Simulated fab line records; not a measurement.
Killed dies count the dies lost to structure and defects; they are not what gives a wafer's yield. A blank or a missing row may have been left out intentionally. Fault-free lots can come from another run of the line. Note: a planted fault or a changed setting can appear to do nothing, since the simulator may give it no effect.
Chamber matching || flow n5_finfet || N5_BEOL_M8_DEP_56 on pecvd-01 has 3 sister chambers
The step deposits SiCN from 3MS/NH3, target thk 10 nm, time 17.5 s. 18 wafers are shown with their chamber, then 9 later ones without.

== WAFERS, EACH WITH ITS CHAMBER ==
{"wafer": "L076.3", "chamber": 2, "showerhead_vpp_V (V)": 798, "showerhead_plenum_p_Torr (Torr)": 3.642, "throttle_valve_pct (%)": 8.6}
{"wafer": "L076.4", "chamber": 2, "showerhead_vpp_V (V)": 804, "showerhead_plenum_p_Torr (Torr)": 3.650, "throttle_valve_pct (%)": 8.6}
{"wafer": "L076.6", "chamber": 1, "showerhead_vpp_V (V)": 972, "showerhead_plenum_p_Torr (Torr)": 3.699, "throttle_valve_pct (%)": 9.5}
{"wafer": "L077.1", "chamber": 2, "showerhead_vpp_V (V)": 799, "showerhead_plenum_p_Torr (Torr)": 3.646, "throttle_valve_pct (%)": 8.9}
{"wafer": "L077.2", "chamber": 0, "showerhead_vpp_V (V)": 913, "showerhead_plenum_p_Torr (Torr)": 3.665, "throttle_valve_pct (%)": 8.8}
{"wafer": "L077.6", "chamber": 1, "showerhead_vpp_V (V)": 994, "showerhead_plenum_p_Torr (Torr)": 3.704, "throttle_valve_pct (%)": 9.8}
{"wafer": "L078.3", "chamber": 0, "showerhead_vpp_V (V)": 936, "showerhead_plenum_p_Torr (Torr)": 3.670, "throttle_valve_pct (%)": 8.9}
{"wafer": "L078.4", "chamber": 2, "showerhead_vpp_V (V)": 791, "showerhead_plenum_p_Torr (Torr)": 3.642, "throttle_valve_pct (%)": 8.8}
{"wafer": "L078.5", "chamber": 1, "showerhead_vpp_V (V)": 984, "showerhead_plenum_p_Torr (Torr)": 3.697, "throttle_valve_pct (%)": 9.9}
{"wafer": "L082.1", "chamber": 0, "showerhead_vpp_V (V)": 937, "showerhead_plenum_p_Torr (Torr)": 3.670, "throttle_valve_pct (%)": 8.8}
{"wafer": "L082.4", "chamber": 1, "showerhead_vpp_V (V)": 984, "showerhead_plenum_p_Torr (Torr)": 3.695, "throttle_valve_pct (%)": 9.8}
{"wafer": "L082.5", "chamber": 0, "showerhead_vpp_V (V)": 932, "showerhead_plenum_p_Torr (Torr)": 3.662, "throttle_valve_pct (%)": 8.7}
{"wafer": "L083.1", "chamber": 0, "showerhead_vpp_V (V)": 937, "showerhead_plenum_p_Torr (Torr)": 3.675, "throttle_valve_pct (%)": 8.8}
{"wafer": "L083.3", "chamber": 1, "showerhead_vpp_V (V)": 975, "showerhead_plenum_p_Torr (Torr)": 3.691, "throttle_valve_pct (%)": 9.9}
{"wafer": "L083.4", "chamber": 2, "showerhead_vpp_V (V)": 800, "showerhead_plenum_p_Torr (Torr)": 3.649, "throttle_valve_pct (%)": 8.7}
{"wafer": "L088.2", "chamber": 0, "showerhead_vpp_V (V)": 942, "showerhead_plenum_p_Torr (Torr)": 3.674, "throttle_valve_pct (%)": 8.7}
{"wafer": "L088.3", "chamber": 1, "showerhead_vpp_V (V)": 973, "showerhead_plenum_p_Torr (Torr)": 3.689, "throttle_valve_pct (%)": 9.8}
{"wafer": "L088.4", "chamber": 0, "showerhead_vpp_V (V)": 937, "showerhead_plenum_p_Torr (Torr)": 3.675, "throttle_valve_pct (%)": 8.9}

SIGNATURES (averages over the wafers above)
{"reading": "showerhead_vpp_V", "chamber 0": 933.43, "chamber 1": 980.33, "chamber 2": 798.40, "scatter within a chamber": 8.13}
{"reading": "showerhead_plenum_p_Torr", "chamber 0": 3.67014, "chamber 1": 3.69583, "chamber 2": 3.64580, "scatter within a chamber": 0.0049}
{"reading": "throttle_valve_pct", "chamber 0": 8.800, "chamber 1": 9.783, "chamber 2": 8.720, "scatter within a chamber": 0.12}
Rule: for a wafer and a chamber, the distance is found by dividing, reading by reading, the gap between the wafer's reading and the chamber's mean by the reading's scatter, squaring, summing and taking the root. The wafer belongs to the nearest chamber; if the next one is less than 2 further off, it can't be placed. The scatter is the square root of a quotient: the sum, over the shown wafers, of each reading's squared deviation from its chamber's mean, divided by wafers minus chambers.

== WAFERS MISSING THEIR CHAMBER ==
{"wafer": "L089.2", "showerhead_vpp_V (V)": 918, "showerhead_plenum_p_Torr (Torr)": 3.670, "throttle_valve_pct (%)": 8.7}
{"wafer": "L089.3", "showerhead_vpp_V (V)": 804, "showerhead_plenum_p_Torr (Torr)": 3.639, "throttle_valve_pct (%)": 8.9}
{"wafer": "L089.4", "showerhead_vpp_V (V)": 813, "showerhead_plenum_p_Torr (Torr)": 3.635, "throttle_valve_pct (%)": 8.7}
{"wafer": "L090.1", "showerhead_vpp_V (V)": 811, "showerhead_plenum_p_Torr (Torr)": 3.659, "throttle_valve_pct (%)": 8.7}
{"wafer": "L090.3", "showerhead_vpp_V (V)": 973, "showerhead_plenum_p_Torr (Torr)": 3.680, "throttle_valve_pct (%)": 9.6}
{"wafer": "L090.4", "showerhead_vpp_V (V)": 982, "showerhead_plenum_p_Torr (Torr)": 3.689, "throttle_valve_pct (%)": 9.7}
{"wafer": "L097.2", "showerhead_vpp_V (V)": 943, "showerhead_plenum_p_Torr (Torr)": 3.670, "throttle_valve_pct (%)": 8.9}
{"wafer": "L097.3", "showerhead_vpp_V (V)": 795, "showerhead_plenum_p_Torr (Torr)": 3.640, "throttle_valve_pct (%)": 8.7}
{"wafer": "L097.5", "showerhead_vpp_V (V)": 980, "showerhead_plenum_p_Torr (Torr)": 3.699, "throttle_valve_pct (%)": 9.8}

== THE CHAMBER EACH PASSED THROUGH ==
{"wafer": "L089.2", "from the rows above": 0, "in truth": 0}
{"wafer": "L089.3", "from the rows above": 2, "in truth": 2}
{"wafer": "L089.4", "from the rows above": 2, "in truth": 2}
{"wafer": "L090.1", "from the rows above": 2, "in truth": 2}
{"wafer": "L090.3", "from the rows above": 1, "in truth": 1}
{"wafer": "L090.4", "from the rows above": 1, "in truth": 1}
{"wafer": "L097.2", "from the rows above": 0, "in truth": 0}
{"wafer": "L097.3", "from the rows above": 2, "in truth": 2}
{"wafer": "L097.5", "from the rows above": 1, "in truth": 1}
9 of 9 placed correctly. Number that these rows cannot place: 0. 0 placed wrongly.
